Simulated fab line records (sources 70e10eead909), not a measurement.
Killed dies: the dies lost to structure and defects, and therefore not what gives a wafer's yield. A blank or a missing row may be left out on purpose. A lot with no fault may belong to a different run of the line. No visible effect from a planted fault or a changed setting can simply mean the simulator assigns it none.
fab line records	flow nand-harc
record lots=6	wafers=18	last-day=32
route steps=1302 shown A_CONTACT@1015 END@1302
lots with no fault: from the same line, run without faults
start-h: hours from the record's first day to the start of the lot's first wafer shown	wait-h: hours elapsed since this lot's preceding step	" repeats the value in the row above	L1.1+2: a row that stands for several wafers	- no value present, or no start provided	* or withheld: withheld	< > ~ a bound
route shown NAME@n: a module of which the file shows steps, and the number in the route of the first	usual: mean/standard deviation of fault-free wafers	same: alike in all rows	chamber/n: place in a boat	sites: the reading at each site	_std_site: how widely they spread, as a standard deviation	_edge_site: mean of outer sites minus mean of inner sites	radius-mm: how far each site lies from the wafer's centre	mask NAME#n: copy n	behind: the most recent tool/chamber to have shaped the wafer	hold: reason for holding the lot/hours on hold/outcome of the hold	device: names the non-switching transistor (n, p or np)	end of line: at the end of the route, the tests of the same wafers	for a step that has no rows: nothing shown but its recipe	killed: dies lost to structure and defects at the first sort, not the wafer's yield	map: shows each die of a wafer: x if killed, . if not, _ if none is there
set.NAME: the setting the step ran with; set.NAME@STEP: the setting that earlier step ran with	model.NAME: the simulator's own value behind a step, which no gauge read
lots at some steps of the route; a table a step, a row a wafer
services: the hour from which a tool's chamber was out of use, counted from the record's first day as start-h (under 0 if before that day), plus the number of hours and why
## steps
# step NHARC_A_CONTACT_ETCH_121
# recipe source-w=withheld	pressure-mtorr=20	bias-v=3000	time-s=190	target-depth-a=18500	ar-flow-sccm=withheld	c4f8-flow-sccm=withheld	o2-flow-sccm=withheld	chemistry=C4F8/O2/Ar
lot.wafer	tool	chamber	start-h	wait-h	rf-hours-counter-h
L191.1	har-cap-etch-02	0	496.85	0.1	85
L191.2	"	1	"	"	85
L191.5	"	0	"	"	-
L196.2	har-cap-etch-02	0	545.05	0.2	94
L196.4	"	1	"	"	-
L196.3	"	0	"	"	-
L202.2	har-cap-etch-02	0	611.06	0.2	106
L202.6	"	0	"	"	-
L202.5	"	1	"	"	-
L204.1	har-cap-etch-02	0	627.80	0.2	108
L204.4	"	1	"	"	-
L204.5	"	0	"	"	-
L208.1	har-cap-etch-02	1	646.72	0.1	112
L208.2	"	0	"	"	112
L208.5	"	0	"	"	-
L211.1	har-cap-etch-02	1	697.99	0.1	123
L211.5	"	0	"	"	-
L211.6	"	1	"	"	-
# step NHARC_A_CONTACT_ETCH_122
# recipe source-w=withheld	pressure-mtorr=20	bias-v=3000	time-s=190	target-depth-a=18500	ar-flow-sccm=withheld	c4f8-flow-sccm=withheld	o2-flow-sccm=withheld	chemistry=C4F8/O2/Ar
# step NHARC_A_CONTACT_ETCH_123
# recipe source-w=withheld	pressure-mtorr=20	bias-v=400	time-s=490	target-depth-a=21100	ar-flow-sccm=withheld	c4f8-flow-sccm=11.5	o2-flow-sccm=7.2	chemistry=C4F8/O2/Ar
# step NHARC_A_CONTACT_ETCH_90
# recipe target-depth-a=400	over-etch-frac=0.5	time-s=85.7	ion-energy-ev=120	ch3f-flow-sccm=50	o2-flow-sccm=30	ar-flow-sccm=200	rf-w=500	bias-w=100	chemistry=CH3F/O2
# usual ch3f-flow-sccm=50.02/0.15	drypump-motor-current-A=5.7/0.33	oes-product-au=0.95/0.04	rf-vpp-V=243.6/1.9	showerhead-plenum-p-Torr=2.40/0.11	throttle-valve-pct=20.663/0.0093
lot.wafer	tool	chamber	start-h	wait-h	ch3f-flow-sccm	drypump-motor-current-A	oes-product-au	rf-hours-counter-h	rf-vpp-V	showerhead-plenum-p-Torr	throttle-valve-pct
L191.2	rie-diel-07	3	498.17	0.8	50.08	5.4	1.02	1	243.6	2.34	20.664
L191.1	"	1	"	"	50.32	5.5	1.01	1	245.9	2.58	20.671
L191.5	"	2	"	"	49.96	5.7	1.03	-	243.2	2.36	20.644
L196.2	rie-diel-03	2	546.70	1.0	49.82	5.8	0.93	24	244.2	2.49	20.662
L196.4	"	3	"	"	50.03	5.9	0.93	29	241.3	2.30	20.661
L196.3	"	0	"	"	50.14	5.9	0.93	30	242.4	2.35	20.648
L202.2	rie-diel-07	2	613.05	1.2	50.14	5.7	1.01	22	242.9	2.35	20.666
L202.5	"	2	"	"	50.13	5.7	1.03	-	241.4	2.35	20.666
L202.6	"	3	"	"	49.98	5.4	1.01	-	244.0	2.34	20.667
L204.1	rie-diel-11	3	629.36	0.9	50.08	5.1	0.99	2	241.9	2.33	20.664
L204.4	"	0	"	"	50.06	6.2	1.01	2	246.9	2.64	20.674
L204.5	"	3	"	"	50.10	5.1	0.99	-	243.4	2.33	20.658
L208.1	rie-diel-11	1	648.13	1.0	49.89	5.5	0.92	14	245.1	2.57	20.657
L208.2	"	2	"	"	50.20	6.1	0.92	14	245.4	2.38	20.657
L208.5	"	0	"	"	50.25	6.1	0.92	-	247.4	2.63	20.642
L211.1	rie-diel-11	1	699.29	0.8	50.08	5.5	0.93	33	244.9	2.56	20.657
L211.5	"	0	"	"	50.00	6.1	0.92	-	246.9	2.62	20.656
L211.6	"	1	"	"	50.03	5.5	0.94	-	246.5	2.56	20.656
# step NHARC_A_CONTACT_ETCH_96
# recipe target-depth-a=200	over-etch-frac=0.5	time-s=10	ion-energy-ev=250	c4f6-flow-sccm=25	o2-flow-sccm=20	ar-flow-sccm=500	rf-w=600	bias-w=500	chemistry=C4F6/O2
# step NHARC_A_CONTACT_CD_MEAS_53
# usual cd-nm=289.6/0.84
lot.wafer	tool	chamber	start-h	wait-h	cd-nm
L191.1	cd-sem-01	-	498.37	-	288.1
L191.2	"	-	"	"	289.0
L191.5	"	-	"	"	289.2
L196.2	cd-sem-02	-	546.92	-	289.7
L196.3	"	-	"	"	289.8
L196.4	"	-	"	"	289.2
L202.2	cd-sem-01	-	613.27	-	289.4
L202.5	"	-	"	"	290.3
L202.6	"	-	"	"	289.9
L204.1	cd-sem-01	-	629.60	-	289.7
L204.4	"	-	"	"	289.7
L204.5	"	-	"	"	289.1
L208.1	cd-sem-01	-	648.36	-	288.1
L208.2	"	-	"	"	288.7
L208.5	"	-	"	"	288.8
L211.1	cd-sem-02	-	699.53	-	289.6
L211.5	"	-	"	"	289.4
L211.6	"	-	"	"	289.5
# step NHARC_A_CONTACT_STRIP_99
# recipe n2-flow-sccm=150	h2-flow-sccm=150	ar-flow-sccm=0	bias-w=0	chemistry=N2/H2
# step NHARC_A_CONTACT_STRIP_100
# recipe cf4-flow-sccm=100	chf3-flow-sccm=30	ar-flow-sccm=0	bias-w=0	chemistry=CF4/CHF3
# step NHARC_A_CONTACT_STRIP_101
# recipe o2-flow-sccm=400	cos-flow-sccm=20	ar-flow-sccm=0	bias-w=0	chemistry=O2/COS
# step NHARC_A_CONTACT_ETCH_102
# recipe target-depth-a=1000	overetch-a=100	time-s=55	ion-energy-ev=100	cf4-flow-sccm=80	o2-flow-sccm=20	ar-flow-sccm=0	rf-w=300	bias-w=100	chemistry=CF4/O2
# step NHARC_A_CONTACT_STRIP_55
# recipe o2-flow-sccm=500	ar-flow-sccm=0	bias-w=0	chemistry=O2
# step NHARC_A_CONTACT_STRIP_56
# recipe time-s=600	temp-c=30	chemistry=post-etch-residue-remover
# step NHARC_A_CONTACT_DEP_57
# recipe target-thk-a=53000	temp-c=400	material=aC
# usual throttle-valve-pct=35.001/0.0099
lot.wafer	tool	chamber	start-h	wait-h	throttle-valve-pct
L191.1	acl-dep-01	0	499.84	-	35.017
L191.2	"	0	"	"	34.996
L191.5	"	0	501.99	-	34.994
L196.2	acl-dep-03	0	549.12	-	35.011
L196.3	"	0	"	"	35.008
L196.4	"	0	"	"	35.003
L202.2	acl-dep-01	0	614.75	-	34.990
L202.5	"	0	616.35	-	34.997
L202.6	"	0	"	"	34.980
L204.1	acl-dep-01	0	630.60	-	35.012
L204.4	"	0	632.20	-	35.003
L204.5	"	0	"	"	34.998
L208.1	acl-dep-03	0	651.17	-	35.007
L208.2	"	0	"	"	34.984
L208.5	"	0	653.27	-	35.006
L211.1	acl-dep-02	0	700.74	-	35.010
L211.5	"	0	702.86	-	34.997
L211.6	"	0	"	"	35.013
# step NHARC_A_CONTACT_DEP_58
# recipe target-thk-a=900	target-thk-nm=90	temp-c=400	pressure-torr=3.5	flow-sccm=200	rf-w=350	material=SiON
# usual heater-power-w=778/98	showerhead-vpp-V=1174/29
lot.wafer	tool	chamber	start-h	wait-h	heater-power-w	showerhead-vpp-V
L191.2	pecvd-03	2	503.09	2.2	731	1183
L191.1	"	1	"	"	831	1157
L191.5	"	1	"	"	846	1190
L196.2	pecvd-01	2	551.86	2.2	751	1129
L196.3	"	1	"	"	934	1136
L196.4	"	2	"	"	753	1163
L202.2	pecvd-04	1	617.44	2.2	821	1147
L202.6	"	2	"	"	904	1267
L202.5	"	0	"	"	691	1185
L204.1	pecvd-01	2	633.82	2.7	747	1135
L204.4	"	2	"	"	733	1168
L204.5	"	2	"	"	759	1144
L208.1	pecvd-04	1	654.34	2.6	778	1173
L208.2	"	0	"	"	783	1164
L208.5	"	1	"	"	778	1144
L211.1	pecvd-03	1	703.94	2.7	919	1151
L211.6	"	1	"	"	946	1167
L211.5	"	0	"	"	772	1171
# step NHARC_A_CONTACT_DEHYDRATE_59
# recipe temp-c=150	time-s=120
# step NHARC_A_CONTACT_HMDS_60
# recipe time-s=30
# step NHARC_A_CONTACT_COAT_61
# recipe temp-c=260	time-s=75
# step NHARC_A_CONTACT_COAT_62
# recipe temp-c=225	time-s=65
# step NHARC_A_CONTACT_COAT_63
# recipe spin-rpm=1500	resist-thk-nm=90
# step NHARC_A_CONTACT_SOFTBAKE_64
# recipe temp-c=105	time-s=55
# step NHARC_A_CONTACT_EBR_65
# step NHARC_A_CONTACT_EXPOSE_66
# recipe na=1.35	sigma-outer=0.8	dose-mj=59.02	mask-id=A_CC_2
# step NHARC_A_CONTACT_PEB_67
# recipe peb-temp-c=100	peb-time-s=65
# step NHARC_A_CONTACT_DEVELOP_68
# recipe develop-time-s=35	dev-temp-c=23
# step NHARC_A_CONTACT_CD_MEAS_69
# recipe target-cd-nm=300	landing-energy-ev=500
# usual cd-nm=300.0/0.51
lot.wafer	tool	chamber	start-h	wait-h	cd-nm
L191.1	cd-sem-03	0	503.81	-	299.2
L191.2	"	0	"	"	299.6
L191.5	"	0	"	"	299.8
L196.2	cd-sem-03	0	552.63	-	300.6
L196.3	"	0	"	"	300.4
L196.4	"	0	"	"	301.0
L202.2	cd-sem-02	0	618.17	-	300.0
L202.5	"	0	"	"	300.9
L202.6	"	0	"	"	300.0
L204.1	cd-sem-01	0	634.63	-	300.2
L204.4	"	0	"	"	299.8
L204.5	"	0	"	"	300.2
L208.1	cd-sem-02	0	654.94	-	299.5
L208.2	"	0	"	"	300.1
L208.5	"	0	"	"	300.4
L211.1	cd-sem-03	0	704.66	-	301.0
L211.5	"	0	"	"	301.7
L211.6	"	0	"	"	300.6
# step NHARC_A_CONTACT_OVL_MEAS_70
# usual overlay-x-nm=0.0/0.87	overlay-y-nm=0.2/0.88
lot.wafer	tool	chamber	start-h	wait-h	overlay-x-nm	overlay-y-nm
L191.1	overlay-02	-	503.90	-	0.0	-0.7
L191.2	"	-	"	"	-0.3	-0.3
L191.5	"	-	"	"	-0.2	-0.6
L196.2	overlay-02	-	552.71	-	0.3	0.8
L196.3	"	-	"	"	0.2	0.9
L196.4	"	-	"	"	0.0	0.9
L202.2	overlay-02	-	618.25	-	1.4	-0.2
L202.5	"	-	"	"	1.4	-0.5
L202.6	"	-	"	"	1.6	-0.3
L204.1	overlay-01	-	634.72	-	0.4	0.2
L204.4	"	-	"	"	0.4	-0.1
L204.5	"	-	"	"	0.6	0.8
L208.1	overlay-02	-	655.03	-	-0.9	0.5
L208.2	"	-	"	"	-0.3	1.2
L208.5	"	-	"	"	-0.6	0.3
L211.1	overlay-01	-	704.75	-	0.0	0.6
L211.5	"	-	"	"	0.1	1.0
L211.6	"	-	"	"	0.7	0.4
# step NHARC_A_CONTACT_INSPECT_71
# usual raw-defect-count=79/37
lot.wafer	tool	chamber	start-h	wait-h	raw-defect-count
L191.1	defect-inspect-02	-	503.94	0.0	98
L191.2	"	-	"	"	96
L191.5	"	-	"	"	112
L196.2	defect-inspect-02	-	552.75	0.0	61
L196.3	"	-	"	"	65
L196.4	"	-	"	"	50
L202.2	defect-inspect-02	-	618.29	0.0	80
L202.5	"	-	"	"	75
L202.6	"	-	"	"	70
L204.1	defect-inspect-02	-	634.76	0.0	21
L204.4	"	-	"	"	30
L204.5	"	-	"	"	32
L208.1	defect-inspect-01	-	655.07	0.0	74
L208.2	"	-	"	"	60
L208.5	"	-	"	"	79
L211.1	defect-inspect-01	-	704.79	0.0	119
L211.5	"	-	"	"	116
L211.6	"	-	"	"	126
# step NHARC_A_CONTACT_DESCUM_74
# recipe time-s=3	o2-flow-sccm=200	ar-flow-sccm=0	bias-power-w=0	chemistry=O2
# step NHARC_A_CONTACT_ETCH_75
# recipe target-depth-a=390	over-etch-frac=0.3	time-s=65	ion-energy-ev=80	cf4-flow-sccm=150	ar-flow-sccm=0	rf-w=300	bias-w=100	chemistry=CF4
# step NHARC_A_CONTACT_ETCH_76
# recipe target-depth-a=2600	over-etch-frac=0.3	time-s=475.3	ion-energy-ev=200	n2-flow-sccm=150	h2-flow-sccm=150	ar-flow-sccm=0	rf-w=400	bias-w=150	chemistry=N2/H2
# usual drypump-motor-current-A=5.7/0.35	oes-product-au=0.998/0.011	rf-vpp-V=430/3.1	showerhead-plenum-p-Torr=2.01/0.11	throttle-valve-pct=14.172/0.0092
lot.wafer	tool	chamber	start-h	wait-h	drypump-motor-current-A	oes-product-au	rf-hours-counter-h	rf-vpp-V	showerhead-plenum-p-Torr	throttle-valve-pct
L191.1	rie-diel-07	0	-	-	5.8	1.029	2	425	1.90	14.176
L191.2	"	3	"	"	5.4	1.010	2	429	1.94	14.167
L191.5	"	1	"	"	5.5	1.009	-	434	2.15	14.183
L196.4	rie-diel-11	3	-	-	5.1	0.991	37	427	1.93	14.172
L196.2	"	1	"	"	5.5	0.998	36	432	2.15	14.172
L196.3	"	2	"	"	6.1	0.994	37	430	1.98	14.177
L202.2	rie-diel-07	0	-	-	5.8	1.003	19	426	1.89	14.186
L202.5	"	2	"	"	5.6	1.017	-	427	1.94	14.174
L202.6	"	3	"	"	5.4	1.000	-	427	1.93	14.155
L204.1	rie-diel-11	1	-	-	5.5	1.012	6	433	2.14	14.170
L204.4	"	3	"	"	5.2	1.000	7	426	1.92	14.158
L204.5	"	2	"	"	6.1	1.006	-	429	1.98	14.165
L208.2	rie-diel-11	3	-	-	5.1	0.986	16	429	1.92	14.186
L208.1	"	0	"	"	6.2	1.003	16	433	2.19	14.179
L208.5	"	0	"	"	6.2	1.005	-	436	2.19	14.174
L211.1	rie-diel-03	1	-	-	5.1	0.988	20	425	1.91	14.166
L211.5	"	3	"	"	5.9	0.974	-	428	1.89	14.162
L211.6	"	0	"	"	5.9	1.000	-	427	1.93	14.176
# step NHARC_A_CONTACT_ETCH_77
# recipe target-depth-a=1089	time-s=54.5	cf4-flow-sccm=100	chf3-flow-sccm=30	ar-flow-sccm=0	rf-w=500	bias-w=200	chemistry=CF4/CHF3
# step NHARC_A_CONTACT_ETCH_78
# recipe target-depth-a=53000	over-etch-frac=0.3	time-s=1378	ion-energy-ev=150	o2-flow-sccm=400	cos-flow-sccm=20	ar-flow-sccm=0	rf-w=500	bias-w=300	chemistry=O2/COS
# step NHARC_A_CONTACT_ETCH_124
# recipe source-w=withheld	pressure-mtorr=20	bias-v=withheld	time-s=140	target-depth-a=7000	ar-flow-sccm=withheld	c4f8-flow-sccm=withheld	o2-flow-sccm=withheld	chemistry=C4F8/O2/Ar
# step NHARC_A_CONTACT_ETCH_125
# recipe source-w=withheld	pressure-mtorr=20	bias-v=3000	time-s=197	target-depth-a=19180	ar-flow-sccm=withheld	c4f8-flow-sccm=withheld	o2-flow-sccm=withheld	chemistry=C4F8/O2/Ar
# step NHARC_A_CONTACT_ETCH_126
# recipe source-w=withheld	pressure-mtorr=20	bias-v=3000	time-s=197	target-depth-a=19180	ar-flow-sccm=withheld	c4f8-flow-sccm=withheld	o2-flow-sccm=withheld	chemistry=C4F8/O2/Ar
# step NHARC_A_CONTACT_ETCH_127
# recipe source-w=withheld	pressure-mtorr=20	bias-v=3000	time-s=197	target-depth-a=19180	ar-flow-sccm=withheld	c4f8-flow-sccm=withheld	o2-flow-sccm=withheld	chemistry=C4F8/O2/Ar
# step NHARC_A_CONTACT_ETCH_128
# recipe source-w=withheld	pressure-mtorr=20	bias-v=3000	time-s=197	target-depth-a=19180	ar-flow-sccm=withheld	c4f8-flow-sccm=withheld	o2-flow-sccm=withheld	chemistry=C4F8/O2/Ar
# step NHARC_A_CONTACT_ETCH_129
# recipe source-w=withheld	pressure-mtorr=20	bias-v=3000	time-s=197	target-depth-a=19180	ar-flow-sccm=withheld	c4f8-flow-sccm=withheld	o2-flow-sccm=withheld	chemistry=C4F8/O2/Ar
# step NHARC_A_CONTACT_ETCH_130
# recipe source-w=withheld	pressure-mtorr=20	bias-v=3000	time-s=197	target-depth-a=19180	ar-flow-sccm=withheld	c4f8-flow-sccm=withheld	o2-flow-sccm=withheld	chemistry=C4F8/O2/Ar
# step NHARC_A_CONTACT_ETCH_131
# recipe source-w=withheld	pressure-mtorr=20	bias-v=3000	time-s=197	target-depth-a=19180	ar-flow-sccm=withheld	c4f8-flow-sccm=withheld	o2-flow-sccm=withheld	chemistry=C4F8/O2/Ar
lot.wafer	tool	chamber	start-h	wait-h	rf-hours-counter-h
L191.1	har-cap-etch-02	0	507.15	0.1	89
L191.2	"	1	"	"	89
L191.5	"	0	"	"	-
L196.2	har-cap-etch-03	0	555.63	0.1	54
L196.4	"	0	"	"	-
L196.3	"	1	"	"	-
L202.2	har-cap-etch-03	1	621.15	0.1	63
L202.5	"	1	"	"	-
L202.6	"	0	"	"	-
L204.1	har-cap-etch-03	0	641.24	0.1	67
L204.4	"	1	"	"	-
L204.5	"	0	"	"	-
L208.2	har-cap-etch-02	1	658.02	0.1	115
L208.1	"	0	"	"	115
L208.5	"	0	"	"	-
L211.1	har-cap-etch-02	0	708.30	0.2	125
L211.6	"	1	"	"	-
L211.5	"	0	"	"	-
# step NHARC_A_CONTACT_ETCH_132
# recipe source-w=withheld	pressure-mtorr=20	bias-v=3000	time-s=197	target-depth-a=19240	ar-flow-sccm=withheld	c4f8-flow-sccm=withheld	o2-flow-sccm=withheld	chemistry=C4F8/O2/Ar
# step NHARC_A_CONTACT_ETCH_133
# recipe source-w=withheld	pressure-mtorr=20	bias-v=400	time-s=374	target-depth-a=16100	ar-flow-sccm=withheld	c4f8-flow-sccm=11.5	o2-flow-sccm=7.2	chemistry=C4F8/O2/Ar
# step NHARC_END_SORT_01
# recipe temp-c=25
# usual killed-at-array=56/18	killed-at-other=1.4/1.5	killed-at-periphery=4/3.1	killed-dies=61/19	killed-open=3.5/1.8	killed-short=2.4/1.4
# same gross-dies=677
lot.wafer	tool	chamber	start-h	wait-h	killed-at-array	killed-at-other	killed-at-periphery	killed-dies	killed-open	killed-short
L202.2	prober-02	0	685.10	2.8	667	2	8	677	6	3
L202.5	prober-02	0	687.49	3.7	671	1	5	677	4	4
L202.6	prober-02	0	688.29	4.0	663	3	11	677	5	3
L204.1	prober-02	0	701.14	2.5	676	0	1	677	3	3
L204.4	prober-02	0	703.53	3.4	670	4	3	677	3	3
L204.5	prober-02	0	704.32	3.7	675	1	1	677	1	0
# killed by level:class
L202.2 A_CONTACT:area-dep=609 A_SLIT:chamber-film-flake=39 A_STAIRCASE:chamber-film-flake=4 P_GATE:chamber-film-flake=3 A_CHANNEL_HOLE_D1:chamber-film-flake=3 P_CONTACT:geometric-particle:open=2 P_BONDPAD:chamber-film-flake=2 A_BLC:chamber-film-flake=2
L202.5 A_CONTACT:area-dep=614 A_SLIT:chamber-film-flake=27 A_STAIRCASE:chamber-film-flake=9 A_CHANNEL_HOLE_D1:chamber-film-flake=8 A_CONTACT:chamber-film-flake=4 P_GATE:chamber-film-flake=3 A_CHANNEL_FILL_D2:geometric-particle:short=2 P_BONDPAD:chamber-film-flake=2
L202.6 A_CONTACT:area-dep=611 A_SLIT:chamber-film-flake=30 P_BONDPAD:chamber-film-flake=7 A_STAIRCASE:chamber-film-flake=3 A_CONTACT:chamber-film-flake=3 THIN_TSV:chamber-film-flake=3 A_ONON_D2:geometric-particle:short=2 P_GATE:chamber-film-flake=2
L204.1 A_CONTACT:area-dep=649 A_CHANNEL_HOLE_D1:chamber-film-flake=12 A_CONTACT:chamber-film-flake=3 A_ONON_D2:geometric-particle:short=2 A_CHANNEL_HOLE_D2:chamber-film-flake=2 A_SLIT:chamber-film-flake=2 A_WL_FILL:geometric-particle:short=1 A_WL_FILL:geometric-particle:open=1
L204.4 A_CONTACT:area-dep=640 A_CHANNEL_HOLE_D1:chamber-film-flake=14 A_CONTACT:chamber-film-flake=8 THIN_TSV:chamber-film-flake=3 A_WL_FILL:chamber-film-flake=2 P_CONTACT:geometric-particle:open=1 P_M2:geometric-particle:open=1 A_ONON_D1:geometric-particle:open=1
L204.5 A_CONTACT:area-dep=646 A_CHANNEL_HOLE_D1:chamber-film-flake=14 A_CONTACT:chamber-film-flake=5 A_CHANNEL_FILL_D1:chamber-film-flake=3 A_ZERO_WELL:chamber-film-flake=2 A_SLIT:chamber-film-flake=2 A_ONON_D2:geometric-particle:open=1 P_CONTACT:chamber-film-flake=1
# map L202.2 (x killed, . not)
____________x____________
_________xxxxxxx_________
_______xxxxxxxxxxx_______
______xxxxxxxxxxxxx______
_____xxxxxxxxxxxxxxx_____
____xxxxxxxxxxxxxxxxx____
____xxxxxxxxxxxxxxxxx____
___xxxxxxxxxxxxxxxxxxx___
___xxxxxxxxxxxxxxxxxxx___
__xxxxxxxxxxxxxxxxxxxxx__
__xxxxxxxxxxxxxxxxxxxxx__
_xxxxxxxxxxxxxxxxxxxxxxx_
_xxxxxxxxxxxxxxxxxxxxxxx_
_xxxxxxxxxxxxxxxxxxxxxxx_
_xxxxxxxxxxxxxxxxxxxxxxx_
_xxxxxxxxxxxxxxxxxxxxxxx_
xxxxxxxxxxxxxxxxxxxxxxxxx
xxxxxxxxxxxxxxxxxxxxxxxxx
xxxxxxxxxxxxxxxxxxxxxxxxx
xxxxxxxxxxxxxxxxxxxxxxxxx
xxxxxxxxxxxxxxxxxxxxxxxxx
_xxxxxxxxxxxxxxxxxxxxxxx_
_xxxxxxxxxxxxxxxxxxxxxxx_
_xxxxxxxxxxxxxxxxxxxxxxx_
_xxxxxxxxxxxxxxxxxxxxxxx_
_xxxxxxxxxxxxxxxxxxxxxxx_
__xxxxxxxxxxxxxxxxxxxxx__
__xxxxxxxxxxxxxxxxxxxxx__
___xxxxxxxxxxxxxxxxxxx___
___xxxxxxxxxxxxxxxxxxx___
____xxxxxxxxxxxxxxxxx____
____xxxxxxxxxxxxxxxxx____
_____xxxxxxxxxxxxxxx_____
______xxxxxxxxxxxxx______
_______xxxxxxxxxxx_______
_________xxxxxxx_________
____________x____________
# map L204.1 (x killed, . not)
____________x____________
_________xxxxxxx_________
_______xxxxxxxxxxx_______
______xxxxxxxxxxxxx______
_____xxxxxxxxxxxxxxx_____
____xxxxxxxxxxxxxxxxx____
____xxxxxxxxxxxxxxxxx____
___xxxxxxxxxxxxxxxxxxx___
___xxxxxxxxxxxxxxxxxxx___
__xxxxxxxxxxxxxxxxxxxxx__
__xxxxxxxxxxxxxxxxxxxxx__
_xxxxxxxxxxxxxxxxxxxxxxx_
_xxxxxxxxxxxxxxxxxxxxxxx_
_xxxxxxxxxxxxxxxxxxxxxxx_
_xxxxxxxxxxxxxxxxxxxxxxx_
_xxxxxxxxxxxxxxxxxxxxxxx_
xxxxxxxxxxxxxxxxxxxxxxxxx
xxxxxxxxxxxxxxxxxxxxxxxxx
xxxxxxxxxxxxxxxxxxxxxxxxx
xxxxxxxxxxxxxxxxxxxxxxxxx
xxxxxxxxxxxxxxxxxxxxxxxxx
_xxxxxxxxxxxxxxxxxxxxxxx_
_xxxxxxxxxxxxxxxxxxxxxxx_
_xxxxxxxxxxxxxxxxxxxxxxx_
_xxxxxxxxxxxxxxxxxxxxxxx_
_xxxxxxxxxxxxxxxxxxxxxxx_
__xxxxxxxxxxxxxxxxxxxxx__
__xxxxxxxxxxxxxxxxxxxxx__
___xxxxxxxxxxxxxxxxxxx___
___xxxxxxxxxxxxxxxxxxx___
____xxxxxxxxxxxxxxxxx____
____xxxxxxxxxxxxxxxxx____
_____xxxxxxxxxxxxxxx_____
______xxxxxxxxxxxxx______
_______xxxxxxxxxxx_______
_________xxxxxxx_________
____________x____________
## services
tool	chamber	start-h	hours	kind
acl-dep-03	-	479.40	13.0	pm
rie-diel-03	0	481.35	3.6	repair
pecvd-03	-	486.13	2.0	repair
pecvd-01	-	492.35	13.0	pm
rie-diel-11	0	492.43	-	clean
pecvd-01	0	530.25	177.2	repair
rie-diel-07	1	535.80	6.2	repair
pecvd-03	-	547.09	13.0	pm
acl-dep-01	-	552.27	13.0	pm
rie-diel-07	1	556.54	21.6	repair
rie-diel-07	-	586.78	0.6	repair
acl-dep-02	-	605.45	13.0	pm
rie-diel-11	-	611.04	9.0	pm
pecvd-01	-	613.27	0.8	repair
rie-diel-03	0	630.78	15.7	repair
rie-diel-03	3	630.90	7.0	repair
pecvd-04	-	631.14	13.0	pm
rie-diel-03	-	637.33	9.0	pm
acl-dep-03	-	661.46	13.0	pm
pecvd-01	-	673.46	13.0	pm
har-cap-etch-02	-	683.72	0.6	repair
rie-diel-11	0	700.93	5.1	repair
pecvd-04	-	704.21	0.9	repair
rie-diel-07	-	704.90	9.0	pm
## key
first-sign step=NHARC_END_SORT_01	reading=killed-at-array	direction=up	sigmas=34	usual=56	struck=670
effect step=NHARC_END_SORT_01	reading=killed-dies	direction=up	sigmas=32	usual=61	struck=677
more-kills-born-at NHARC_A_CONTACT_DEP_57@acl-dep-01=3769
met-at NHARC_A_CONTACT_DEP_57
struck-wafers L202.2,L202.5,L202.6,L204.1,L204.4,L204.5
later-rows-left-out L202.2,L202.5,L202.6,L204.1,L204.4,L204.5
tester-left-out L202,L204
onset-between 499.84 614.75
also-fits NHARC_A_CONTACT_ETCH_131:har-cap-etch-03
fault kind=process-parameter-drift	tool=acl-dep-01	chamber=0	onset-h=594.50	steps=NHARC_A_CONTACT_DEP_57	channel=target-thk-a	offset=*	shape=step	end-h=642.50	acts-in=*	stated=*
# tester-left-out: of these lots the tester's yield and bins aren't shown, on N5 and GAA mostly nor the transistor test; their killed dies are dies lost to structure and defects alone, not to doping, threshold or leakage, so they don't give the yield
# later-rows-left-out: the simulator's readings of these wafers behind a module that went badly wrong aren't trusted and aren't shown, but for the sort
